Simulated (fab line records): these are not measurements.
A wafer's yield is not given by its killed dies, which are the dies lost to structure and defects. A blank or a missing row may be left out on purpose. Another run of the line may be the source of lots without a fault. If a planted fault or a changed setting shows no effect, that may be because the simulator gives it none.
Chamber matching | flow n5-finfet | rie-diel-03 running N5_BEOL_M4_ETCH_74: 4 sister chambers
The step etches underlayer in N2/H2, target depth 6.5 nm, time 5.2 s. 4 wafers are shown with their chamber, then 9 later ones without.

## EACH WAFER AND ITS CHAMBER
wafer  | chamber | drypump-motor-current-A (A)
L090.2 | 1       | 4.8
L093.4 | 0       | 6.2
L093.5 | 3       | 5.8
L093.6 | 2       | 5.7

## WAFERS WHOSE CHAMBER IS MISSING
wafer  | drypump-motor-current-A (A)
L094.2 | 5.8
L094.3 | 4.8
L094.4 | 5.7
L096.1 | 4.8
L096.2 | 5.8
L096.6 | 5.8
L097.1 | 4.9
L097.3 | 5.8
L097.5 | 5.8

## THE CHAMBER EACH PASSED THROUGH
wafer  | from the rows above | in truth
L094.2 | 3                   | 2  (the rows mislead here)
L094.3 | 1                   | 1
L094.4 | 2                   | 2
L096.1 | 1                   | 1
L096.2 | 3                   | 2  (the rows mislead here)
L096.6 | 3                   | 3
L097.1 | 1                   | 1
L097.3 | 3                   | 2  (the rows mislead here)
L097.5 | 3                   | 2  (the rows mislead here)
5 of 9 placed correctly. Left unplaced by these rows: 0. Wrongly placed: 4.
How it was worked out, from the rows above alone: a wafer's distance from a chamber is the root of the sum, over the readings, of the square of ((its reading less the chamber's mean) divided by the reading's scatter). If the next closest chamber is less than 2 further off than the closest, the wafer can't be placed; otherwise it belongs to the closest. The mean given for a chamber averages the wafers shown for that chamber. The scatter: with one shown wafer a chamber, the root of the mean of the squares of how far each hidden wafer lies from its nearest shown one.
